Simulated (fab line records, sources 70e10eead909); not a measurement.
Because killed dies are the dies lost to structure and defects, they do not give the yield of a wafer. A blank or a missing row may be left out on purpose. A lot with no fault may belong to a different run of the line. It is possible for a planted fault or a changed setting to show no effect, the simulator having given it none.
fab line records	flow nand_harc
[record] lots = 6	wafers = 14	last_day = 32
route steps=1302 shown A_SGD_CUT@903 A_SLIT@922 END@1302
lots that met no fault: taken from a fault-free run of the same line
start_h: the number of hours between the record's first day and the start of the first shown wafer of the lot	wait_h: time in hours since the lot's previous step	" identical to the entry in the row above	L1.1+2: several wafers, shown together as one row	- either no value or no given start	* or withheld: withheld	< > ~ a bound
route shown NAME@n: names a module that has steps shown in the file, with the first one's number in the route	usual: mean/standard deviation of fault-free wafers	same: alike in all rows	chamber/n: place in a boat	sites: each site's reading	_std_site: the standard deviation of these	_edge_site: mean of outer sites minus mean of inner sites	radius_mm: how far each site lies from the wafer's centre	mask NAME#n: copy n	behind: the tool/chamber that last shaped the wafer	hold: what put the lot on hold/how long, in hours/how the hold closed	device: names the non-switching transistor (n, p or np)	end of line: tests of these same wafers at the route's end	a step without rows: its recipe alone	killed: the dies lost at the first sort to structure and to defects; this is not the yield of the wafer	map: per-die view of a wafer (x killed, . not killed, _ where there is no die)
set.NAME: setting as actually run; set.NAME@STEP: the setting as run at that earlier step	model.NAME: the simulator's own value behind a step, which no gauge read
lots at selected steps of the route; one table per step, one row per wafer
services: from which hour (start_h, from the record's first day; less than 0 if before it) a tool's chamber was out of use, for how many hours, and why
[[steps]]
[step NHARC_A_SGD_CUT_INSPECT_11]
[usual] raw_defect_count = 58/32
lot.wafer	tool	chamber	start_h	wait_h	raw_defect_count
L527.1	defect_inspect-02	-	467.25	0.0	111
L527.5	"	-	"	"	108
L527.6	"	-	"	"	121
L531.2	defect_inspect-01	-	496.59	0.0	96
L531.4	"	-	"	"	141
L531.6	"	-	"	"	99
L538.2	defect_inspect-02	-	574.85	0.0	41
L542.1	defect_inspect-01	-	613.33	0.0	72
L544.2	defect_inspect-02	-	637.23	0.0	85
L544.5	"	-	"	"	83
L544.6	"	-	"	"	82
L547.2	defect_inspect-02	-	654.53	0.0	6
L547.5	"	-	"	"	8
L547.6	"	-	"	"	6
[step NHARC_A_SGD_CUT_DESCUM_14]
[recipe] time_s = 3	o2_flow_sccm = 200	ar_flow_sccm = 0	bias_power_w = 0	chemistry = O2
[step NHARC_A_SGD_CUT_ETCH_58]
[recipe] target_depth_a = 390	over_etch_frac = 0.3	time_s = 65	ion_energy_ev = 80	cf4_flow_sccm = 150	ar_flow_sccm = 0	rf_w = 300	bias_w = 100	chemistry = CF4
[step NHARC_A_SGD_CUT_ETCH_59]
[recipe] target_depth_a = 2600	over_etch_frac = 0.25	time_s = 406.25	ion_energy_ev = 200	n2_flow_sccm = 150	h2_flow_sccm = 150	ar_flow_sccm = 0	rf_w = 400	bias_w = 150	chemistry = N2/H2
[usual] drypump_motor_current_A = 5.8/0.35	oes_product_au = 0.999/0.014	rf_vpp_V = 429.8/3	showerhead_plenum_p_Torr = 2.01/0.1	throttle_valve_pct = 14.171/0.0096
lot.wafer	tool	chamber	start_h	wait_h	drypump_motor_current_A	oes_product_au	rf_hours_counter_h	rf_vpp_V	showerhead_plenum_p_Torr	throttle_valve_pct
L527.1	rie_diel-10	0	-	-	5.8	0.975	4	428.1	1.96	14.173
L527.5	"	0	"	"	5.8	0.981	-	428.8	1.96	14.184
L527.6	"	1	"	"	6.4	1.001	-	430.5	1.97	14.150
L531.2	rie_diel-13	3	-	-	5.7	1.008	7	429.6	2.00	14.179
L531.4	"	2	"	"	5.4	0.997	7	434.1	2.20	14.179
L531.6	"	3	"	"	5.7	1.003	-	428.6	2.00	14.161
L538.2	rie_diel-10	1	-	-	6.4	1.003	14	429.8	1.97	14.166
L542.1	rie_diel-13	1	-	-	6.2	0.973	4	434.4	2.15	14.153
L544.2	rie_diel-10	3	-	-	5.4	1.019	3	428.0	1.90	14.167
L544.5	"	0	"	"	5.8	1.009	-	427.8	1.95	14.175
L544.6	"	1	"	"	6.4	1.021	-	427.7	1.96	14.165
L547.2	rie_diel-13	1	-	-	6.2	0.984	6	433.8	2.15	14.181
L547.6	"	1	"	"	6.2	0.981	-	433.6	2.15	14.159
L547.5	"	2	"	"	5.4	0.982	-	434.7	2.19	14.165
[step NHARC_A_SGD_CUT_ETCH_15]
[recipe] target_depth_a = 750	time_s = 64.3	ch3f_flow_sccm = 50	o2_flow_sccm = 30	ar_flow_sccm = 200	rf_w = 500	bias_w = 100	chemistry = CH3F/O2
[usual] drypump_motor_current_A = 5.8/0.35	oes_product_au = 0.963/0.019	rf_vpp_V = 263.2/1.8	showerhead_plenum_p_Torr = 2.42/0.11	throttle_valve_pct = 20.665/0.009
lot.wafer	tool	chamber	start_h	wait_h	drypump_motor_current_A	oes_product_au	rf_hours_counter_h	rf_vpp_V	showerhead_plenum_p_Torr	throttle_valve_pct
L527.1	rie_diel-10	0	-	-	5.8	0.942	4	260.9	2.36	20.648
L527.6	"	0	"	"	5.8	0.927	-	263.3	2.37	20.668
L527.5	"	1	"	"	6.4	0.973	-	262.4	2.38	20.653
L531.2	rie_diel-13	2	-	-	5.4	0.973	7	266.0	2.63	20.673
L531.4	"	3	"	"	5.7	0.976	7	263.0	2.41	20.664
L531.6	"	3	"	"	5.7	0.974	-	264.0	2.41	20.666
L538.2	rie_diel-10	3	-	-	5.4	0.937	14	262.4	2.31	20.663
L542.1	rie_diel-13	1	-	-	6.2	0.937	5	265.4	2.58	20.673
L544.2	rie_diel-10	1	-	-	6.4	0.991	4	262.7	2.37	20.668
L544.5	"	3	"	"	5.4	0.994	-	260.0	2.30	20.678
L544.6	"	0	"	"	5.8	0.999	-	262.3	2.36	20.673
L547.2	rie_diel-13	1	-	-	6.2	0.930	7	266.1	2.58	20.681
L547.5	"	0	"	"	5.2	0.960	-	262.5	2.29	20.678
L547.6	"	1	"	"	6.2	0.933	-	265.8	2.58	20.672
[step NHARC_A_SGD_CUT_ETCH_16]
[recipe] target_depth_a = 3105	time_s = 155.2	c4f8_flow_sccm = withheld	o2_flow_sccm = 8	ar_flow_sccm = withheld	rf_w = 600	bias_w = 800	chemistry = C4F8/O2/Ar
[usual] oes_product_au = 0.973/0.017	rf_vpp_V = 722/4.7
lot.wafer	tool	chamber	start_h	wait_h	oes_product_au	rf_hours_counter_h	rf_vpp_V
L527.1	rie_diel-10	0	-	-	0.948	4	719
L527.6	"	2	"	"	0.990	-	718
L527.5	"	3	"	"	0.980	-	717
L531.4	rie_diel-13	0	-	-	0.967	6	715
L531.2	"	1	"	"	0.965	6	728
L531.6	"	2	"	"	0.969	-	731
L538.2	rie_diel-10	2	-	-	0.956	14	718
L542.1	rie_diel-13	1	-	-	0.935	5	727
L544.2	rie_diel-10	2	-	-	0.989	3	718
L544.5	"	2	"	"	0.982	-	717
L544.6	"	3	"	"	0.998	-	717
L547.2	rie_diel-13	0	-	-	0.977	7	718
L547.5	"	1	"	"	0.958	-	727
L547.6	"	2	"	"	0.958	-	730
[step NHARC_A_SGD_CUT_STRIP_60]
[recipe] c4f8_flow_sccm = withheld	o2_flow_sccm = 8	ar_flow_sccm = withheld	bias_w = 0	chemistry = C4F8/O2/Ar
[step NHARC_A_SGD_CUT_STRIP_17]
[recipe] o2_flow_sccm = 500	ar_flow_sccm = 0	bias_w = 0	chemistry = O2
[step NHARC_A_SGD_CUT_PRECLEAN_18]
[recipe] time_s = *	temp_c = 50	bath_age_min = 0	chemistry = SC1
[step NHARC_A_SGD_CUT_SRD_19]
[step NHARC_A_SGD_CUT_DEP_20]
[recipe] target_thk_a = 1500	temp_c = 65	material = SiO2
[step NHARC_A_SGD_CUT_ANNEAL_27]
[recipe] temp_c = 450	time_s = 1800
[step NHARC_A_SGD_CUT_CMP_21]
[recipe] target_thk_nm = 148.19
[usual] motor_current_A = 12.3/1.1	time_to_endpoint_s = 52/4.2
lot.wafer	tool	chamber	start_h	wait_h	motor_current_A	time_to_endpoint_s
L527.1	cmp-03	1	473.26	0.4	12.8	52
L527.5	"	0	"	"	12.9	46
L527.6	"	1	"	"	12.7	52
L531.2	cmp-01	0	503.78	0.4	10.8	56
L531.4	"	1	"	"	14.1	46
L531.6	"	1	"	"	14.4	47
L538.2	cmp-01	2	581.53	0.5	10.7	56
L542.1	cmp-01	2	618.62	0.4	10.8	55
L544.2	cmp-03	3	642.82	0.4	11.6	48
L544.6	"	1	"	"	13.1	46
L544.5	"	2	"	"	13.8	52
L547.2	cmp-04	1	661.95	0.4	13.3	55
L547.5	"	0	"	"	11.5	51
L547.6	"	1	"	"	12.9	54
[step NHARC_A_SGD_CUT_THK_MEAS_22]
[recipe] thk_meas_gauge = ellipsometry
[usual] thk_nm = 148.6/1.7
lot.wafer	tool	chamber	start_h	wait_h	thk_nm
L527.1	film_metro-01	-	473.49	0.2	147.9
L527.5	"	-	"	"	148.6
L527.6	"	-	"	"	147.2
L531.2	film_metro-02	-	504.03	0.2	149.5
L531.4	"	-	"	"	146.3
L531.6	"	-	"	"	146.8
L538.2	film_metro-01	-	581.76	0.2	147.3
L542.1	film_metro-01	-	618.80	0.2	146.7
L544.2	film_metro-01	-	643.03	0.2	147.1
L544.5	"	-	"	"	149.2
L544.6	"	-	"	"	147.0
L547.2	film_metro-01	-	662.18	0.2	150.1
L547.5	"	-	"	"	148.9
L547.6	"	-	"	"	149.0
[step NHARC_A_SGD_CUT_SRD_23]
[step NHARC_A_SGD_CUT_ETCH_26]
[recipe] target_depth_a = 458	chemistry = dHF	material = SiO2
[step NHARC_A_SGD_CUT_ETCHBACK_24]
[recipe] target_depth_a = 500	over_etch_frac = 0.3	time_s = 92.857	ion_energy_ev = 120	ch3f_flow_sccm = 50	o2_flow_sccm = 30	ar_flow_sccm = 200	rf_w = 500	bias_w = 100	chemistry = CH3F/O2
[usual] drypump_motor_current_A = 5.8/0.35	oes_product_au = 0.97/0.036	rf_vpp_V = 243.7/1.7	showerhead_plenum_p_Torr = 2.41/0.11	throttle_valve_pct = 20.664/0.0087
lot.wafer	tool	chamber	start_h	wait_h	drypump_motor_current_A	oes_product_au	rf_hours_counter_h	rf_vpp_V	showerhead_plenum_p_Torr	throttle_valve_pct
L527.1	rie_diel-10	3	473.74	0.2	5.4	0.94	4	242.2	2.31	20.647
L527.5	"	1	"	"	6.4	0.93	-	244.1	2.38	20.670
L527.6	"	2	"	"	5.9	0.92	-	242.8	2.33	20.656
L531.4	rie_diel-13	2	504.27	0.1	5.4	0.92	7	246.4	2.63	20.686
L531.2	"	0	"	"	5.3	0.93	6	242.6	2.29	20.673
L531.6	"	1	"	"	6.2	0.91	-	247.0	2.59	20.659
L538.2	rie_diel-10	0	582.00	0.2	5.8	0.91	15	242.4	2.36	20.663
L542.1	rie_diel-07	3	619.04	0.1	5.8	0.97	10	245.5	2.55	20.663
L544.2	rie_diel-13	0	643.29	0.2	5.2	1.00	6	241.9	2.29	20.655
L544.5	"	1	"	"	6.2	0.98	-	245.6	2.58	20.663
L544.6	"	2	"	"	5.4	0.99	-	245.5	2.63	20.669
L547.2	rie_diel-10	1	662.44	0.2	6.4	1.03	5	244.6	2.37	20.667
L547.6	"	3	"	"	5.4	1.00	-	241.6	2.30	20.669
L547.5	"	0	"	"	5.8	1.01	-	243.3	2.36	20.662
[step NHARC_A_SGD_CUT_STRIP_28]
[recipe] time_s = 20	o2_flow_sccm = 500	ar_flow_sccm = 0	bias_w = 0	chemistry = O2
[usual] drypump_motor_current_A = 5.8/0.36	oes_product_au = 1.000/0.013	rf_vpp_V = 57.6/0.94	showerhead_plenum_p_Torr = 3.45/0.15	throttle_valve_pct = 17.036/0.0087
lot.wafer	tool	chamber	start_h	wait_h	drypump_motor_current_A	oes_product_au	rf_hours_counter_h	rf_vpp_V	showerhead_plenum_p_Torr	throttle_valve_pct
L527.1	rie_diel-10	0	-	-	5.8	0.978	5	58.7	3.40	17.044
L527.5	"	2	"	"	5.9	1.003	-	58.6	3.35	17.055
L527.6	"	3	"	"	5.4	1.009	-	57.8	3.32	17.033
L531.4	rie_diel-13	1	-	-	6.2	0.975	7	59.0	3.70	17.038
L531.2	"	2	"	"	5.4	0.998	7	58.9	3.77	17.015
L531.6	"	1	"	"	6.2	0.977	-	57.4	3.70	17.038
L538.2	rie_diel-10	0	-	-	5.8	0.988	15	58.3	3.39	17.034
L542.1	rie_diel-07	3	-	-	5.9	0.977	10	57.7	3.65	17.043
L544.2	rie_diel-13	1	-	-	6.2	0.985	6	57.9	3.70	17.039
L544.6	"	1	"	"	6.2	0.991	-	59.4	3.70	17.029
L544.5	"	2	"	"	5.4	0.991	-	58.1	3.77	17.032
L547.2	rie_diel-10	3	-	-	5.4	0.999	5	57.2	3.31	17.017
L547.6	"	3	"	"	5.4	1.001	-	56.5	3.31	17.030
L547.5	"	0	"	"	5.8	1.005	-	56.8	3.39	17.039
[step NHARC_A_SGD_CUT_INSPECT_25]
[usual] raw_defect_count = 381/85
lot.wafer	tool	chamber	start_h	wait_h	hold	raw_defect_count
L527.1	defect_inspect-01	-	473.95	-	-	391
L527.5	"	-	"	"	-	340
L527.6	"	-	"	"	-	394
L531.2	defect_inspect-01	-	504.50	-	-	494
L531.4	"	-	"	"	-	500
L531.6	"	-	"	"	-	496
L538.2	defect_inspect-02	-	582.23	-	await_dispo/0.2h/release	835
L538.2	defect_inspect-02	-	582.40	0.2	-	799
L542.1	defect_inspect-01	-	619.27	-	await_dispo/0.2h/release	722
L542.1	defect_inspect-01	-	619.44	0.2	-	720
L544.2	defect_inspect-01	-	643.49	-	-	427
L544.5	"	-	"	"	-	335
L544.6	"	-	"	"	-	337
L547.2	defect_inspect-02	-	662.65	-	-	340
L547.5	"	-	"	"	-	363
L547.6	"	-	"	"	-	390
[step NHARC_A_SLIT_DEP_25]
[recipe] target_thk_a = 2000	temp_c = 400	pressure_torr = 6.5	rf_w = 900	teos_flow_sccm = 161.4	flow_sccm = 2650	target_thk_nm = 200	gas = O2	material = SiO2
[step NHARC_END_SORT_01]
[recipe] temp_c = 25
[usual] killed_at_array = 54/12	killed_at_other = 0.7/1.1	killed_at_periphery = 3.9/2.8	killed_dies = 59/13	killed_open = 3.4/2	killed_short = 2.5/1.7
[same] gross_dies = 677
lot.wafer	tool	chamber	start_h	wait_h	killed_at_array	killed_at_other	killed_at_periphery	killed_dies	killed_open	killed_short
L527.1	prober-01	0	592.91	2.5	50	0	2	52	0	4
L527.5	prober-01	0	596.12	3.7	72	2	3	77	4	1
L527.6	prober-01	0	596.92	4.0	69	0	7	76	5	1
L531.2	prober-01	0	623.53	2.8	69	2	4	75	1	3
L531.4	prober-01	0	625.13	3.4	75	2	2	79	3	3
L531.6	prober-01	0	626.73	4.0	79	3	7	89	4	3
L538.2	prober-02	0	726.18	2.8	259	0	1	260	2	1
L542.1	prober-01	0	747.70	2.5	273	2	4	279	2	3
L544.2	prober-02	0	765.84	2.8	62	1	1	64	4	3
L544.5	prober-02	0	768.24	3.7	59	0	4	63	4	3
L544.6	prober-02	0	769.04	4.0	52	0	1	53	2	1
L547.2	prober-02	0	774.59	2.9	43	2	0	45	2	2
L547.5	prober-02	0	776.99	3.7	49	2	2	53	3	4
L547.6	prober-02	0	777.79	4.0	48	1	5	54	9	3
// killed by level:class
L527.1 A_CHANNEL_HOLE_D1:chamber_film_flake=19 A_CHANNEL_HOLE_D2:chamber_film_flake=18 A_CONTACT:chamber_film_flake=4 A_WL_FILL:geometric_particle:short=2 P_STI:chamber_film_flake=2 A_CHANNEL_FILL_D2:chamber_film_flake=2 A_STAIRCASE:chamber_film_flake=2 A_ONON_D2:geometric_particle:short=1
L527.5 A_CHANNEL_HOLE_D2:chamber_film_flake=30 A_CHANNEL_HOLE_D1:chamber_film_flake=26 A_CONTACT:chamber_film_flake=6 A_DECK1_JOINT:chamber_film_flake=3 A_WL_FILL:geometric_particle:open=2 P_STI:chamber_film_flake=2 A_CHANNEL_FILL_D2:chamber_film_flake=2 P_M1:geometric_particle:open=1
L527.6 A_CHANNEL_HOLE_D1:chamber_film_flake=29 A_CHANNEL_HOLE_D2:chamber_film_flake=25 P_STI:chamber_film_flake=5 A_CONTACT:chamber_film_flake=5 A_DECK1_JOINT:chamber_film_flake=2 A_STAIRCASE:chamber_film_flake=2 P_CONTACT:geometric_particle:open=1 P_M0:geometric_particle:short=1
L531.2 A_CHANNEL_HOLE_D2:chamber_film_flake=26 A_CHANNEL_HOLE_D1:chamber_film_flake=21 A_STAIRCASE:chamber_film_flake=7 A_CONTACT:chamber_film_flake=5 P_GATE:chamber_film_flake=2 A_SLIT:chamber_film_flake=2 THIN_TSV:chamber_film_flake=2 A_CHANNEL_HOLE_D1:geometric_particle:short=1
L531.4 A_CHANNEL_HOLE_D1:chamber_film_flake=25 A_CHANNEL_HOLE_D2:chamber_film_flake=22 A_CONTACT:chamber_film_flake=8 A_STAIRCASE:chamber_film_flake=5 A_BONDPAD:chamber_film_flake=5 A_CHANNEL_FILL_D2:geometric_particle:short=2 P_M0:chamber_film_flake=2 A_SLIT:chamber_film_flake=2
L531.6 A_CHANNEL_HOLE_D1:chamber_film_flake=29 A_CHANNEL_HOLE_D2:chamber_film_flake=23 A_CONTACT:chamber_film_flake=10 A_M1:chamber_film_flake=5 P_M0:chamber_film_flake=3 A_STAIRCASE:chamber_film_flake=3 P_M0:geometric_particle:open=2 A_CHANNEL_FILL_D2:chamber_film_flake=2
L538.2 A_SGD_CUT:unspecified=226 A_CHANNEL_HOLE_D2:chamber_film_flake=11 A_CHANNEL_HOLE_D1:chamber_film_flake=6 A_STAIRCASE:chamber_film_flake=5 A_SLIT:chamber_film_flake=3 A_CONTACT:chamber_film_flake=2 A_ONON_D2:geometric_particle:open=1 A_SGD_CUT:geometric_particle:short=1
L542.1 A_SGD_CUT:unspecified=236 A_CHANNEL_HOLE_D1:chamber_film_flake=25 P_GATE:chamber_film_flake=3 A_SLIT:chamber_film_flake=3 A_STAIRCASE:chamber_film_flake=2 A_CONTACT:chamber_film_flake=2 THIN_TSV:chamber_film_flake=2 A_CHANNEL_HOLE_D1:geometric_particle:open=1
L544.2 A_CHANNEL_HOLE_D2:chamber_film_flake=23 A_SLIT:chamber_film_flake=17 A_CHANNEL_HOLE_D1:chamber_film_flake=8 A_STAIRCASE:chamber_film_flake=5 A_CHANNEL_FILL_D2:geometric_particle:open=2 A_CHANNEL_FILL_D1:geometric_particle:open=1 A_DECK1_JOINT:geometric_particle:short=1 A_CONTACT:geometric_particle:short=1
L544.5 A_SLIT:chamber_film_flake=21 A_CHANNEL_HOLE_D2:chamber_film_flake=19 A_STAIRCASE:chamber_film_flake=5 P_GATE:chamber_film_flake=4 A_CHANNEL_HOLE_D1:chamber_film_flake=4 A_CHANNEL_FILL_D2:chamber_film_flake=3 A_SOURCE_PLATE:geometric_particle:short=1 A_CHANNEL_FILL_D1:geometric_particle:short=1
L544.6 A_CHANNEL_HOLE_D2:chamber_film_flake=15 A_SLIT:chamber_film_flake=13 A_CHANNEL_HOLE_D1:chamber_film_flake=9 A_STAIRCASE:chamber_film_flake=6 A_CHANNEL_FILL_D2:chamber_film_flake=5 A_CONTACT:geometric_particle:open=2 A_CONTACT:chamber_film_flake=2 P_CONTACT:geometric_particle:short=1
L547.2 A_SLIT:chamber_film_flake=28 A_CONTACT:chamber_film_flake=5 A_M1:chamber_film_flake=5 THIN_TSV:chamber_film_flake=2 A_ONON_D1:geometric_particle:open=1 A_CHANNEL_FILL_D1:geometric_particle:short=1 A_SGD_CUT:geometric_particle:open=1 A_CONTACT:geometric_particle:short=1
L547.5 A_SLIT:chamber_film_flake=27 A_CONTACT:chamber_film_flake=7 A_CHANNEL_HOLE_D1:chamber_film_flake=2 A_WL_FILL:chamber_film_flake=2 A_M1:chamber_film_flake=2 THIN_TSV:chamber_film_flake=2 P_CONTACT:geometric_particle:open=1 A_ONON_D1:geometric_particle:short=1
L547.6 A_SLIT:chamber_film_flake=28 A_CONTACT:chamber_film_flake=7 A_WL_FILL:geometric_particle:open=3 A_M1:chamber_film_flake=2 P_CONTACT:geometric_particle:open=1 P_CONTACT:geometric_particle:short=1 P_M0:geometric_particle:open=1 P_M1:geometric_particle:short=1
// map L538.2 (x killed, . not)
____________.____________
_________.x..x.._________
_______..xx.x.xxx._______
______.........xxx.______
_____...xx.xx...xx.._____
____xx...x....x.x.xxx____
____.x.x.x.x...xxx.x.____
___..............xx.x.___
___...xx.x.x.x......x.___
__...x.x....x...xx...x.__
__......x....xxxx.x.x..__
_xx..xx..x...xx.x...xx.._
_..x..xx...x..xxx..x...._
_...x...x..x..xxxx.x.x.._
_....x......x..........._
_x..x.x..xxx....x...x.x._
....xx...xxxx......x.x..x
x..xx.xxx.x.xx.xx....x..x
x.x.x....xx...xx...x.....
.xxx.x.....x.x..x.xxx.x..
...x...x.xx..x..x...xx.x.
_..x...........x....x.xx_
_xxx..x...xxx.xx..x...x._
_...x..x.xxx.x.x...x.x.x_
_x..x..xx...xx.x.x..x..._
_x....x..x.x...x...xxx.x_
__..x...x.x......xx.xx.__
__.xxx.x.xxxx.x...xxxxx__
___...x...xxxx...xxxxx___
___........x....xxxxxx___
____...x......x.xx.xx____
____xxx.........x.xxx____
_____x.x....x..xx.xx_____
______.x.x.x..x..xx______
_______x.x....x.xx_______
_________.x.xx.x_________
____________.____________
// map L542.1 (x killed, . not)
____________x____________
_________..x.xxx_________
_______.....x.xxx._______
______.......xx..x.______
_____xx..x.xx....xxx_____
____xx...x..xx.xx..xx____
____...x.x.x.x..xxx..____
___....xxx....x.xx....___
___.x.x.x.x.x....xxxxx___
__x...xx.xxxxx...xx.xx.__
__...x..xx...x.x..x..xx__
_..x..x.x.x..........x.._
_........x.x.........x.x_
_x..x.....x.x..x.....x.._
_.xx.x.x.xx...x.x..xxxx._
_x...xx.x...x...x.x...x._
.x..xx.xx....x...xx.xxxx.
......x.x...xxx..xxxxxxxx
.x.xx.x.......x....xxxxxx
.xx..xxx......x.xx.xxxxxx
xxxxx...xx..x....xxxxxxxx
_.xx.......x..xxx.xxxxxx_
_...........x.xxx..x.x.._
_xxx.xxx.xxxx......xxxx._
_.xx...x.x......x....x.x_
_xxx..x.x.......x...x.x._
__.x...xx..x...xx......__
__x.xxx.xx...x.......x.__
___.x.xxx...x.x..xx...___
___.x.xxxxx...x..x...x___
____...x..x.x..xx.x..____
____.......x.xx..xx..____
_____xx.......x...xx_____
______.xx..x...x.xx______
_______x....x..x.x_______
_________..x.x.._________
____________.____________
[[services]]
tool	chamber	start_h	hours	kind
cmp-04	-	450.65	1.3	repair
rie_diel-07	3	451.11	4.0	repair
rie_diel-10	0	453.20	-	clean
cmp-03	-	453.20	1.0	repair
cmp-03	-	456.87	4.0	pm
cmp-03	-	461.60	3.0	repair
rie_diel-07	-	471.20	9.0	pm
cmp-04	-	478.76	1.7	repair
cmp-01	-	479.50	4.0	pm
rie_diel-07	0	482.90	14.2	repair
rie_diel-07	-	485.61	0.4	repair
cmp-01	-	490.36	1.2	repair
cmp-04	-	503.05	4.0	pm
rie_diel-13	-	519.02	9.0	pm
rie_diel-07	-	534.36	0.2	repair
rie_diel-13	1	539.41	3.0	repair
cmp-03	-	554.87	4.0	pm
cmp-04	-	557.51	43.7	repair
cmp-01	-	577.50	4.0	pm
rie_diel-10	-	596.65	9.0	pm
cmp-04	-	608.26	2.5	repair
rie_diel-07	-	648.20	9.0	pm
cmp-03	-	652.87	4.0	pm
cmp-04	-	656.31	0.9	repair
[[key]]
[first_sign] step = NHARC_A_SGD_CUT_INSPECT_25	reading = visit	direction = added
[effect] step = NHARC_A_SGD_CUT_INSPECT_25	reading = raw_defect_count	direction = up	sigmas = 4.7	usual = 381	struck = 778
[effect] step = NHARC_END_SORT_01	reading = killed_at_array	direction = up	sigmas = 17	usual = 54	struck = 266
[more_kills_born_at] NHARC_A_SGD_CUT_CMP_21@cmp-01 = 462
met_at NHARC_A_SGD_CUT_CMP_21
struck_wafers L538.2,L542.1
tester_left_out L538,L542
[fault] kind = chamber_particle_source	tool = cmp-01	chamber = 2	onset_h = 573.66	steps = NHARC_A_SGD_CUT_CMP_21	rate_per_visit_cm2 = 0.50507	end_h = 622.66
// tester_left_out: of these lots the tester's yield and bins aren't shown, on N5 and GAA mostly nor the transistor test; their killed dies are dies lost to structure and defects alone, not to doping, threshold or leakage, so they don't give the yield
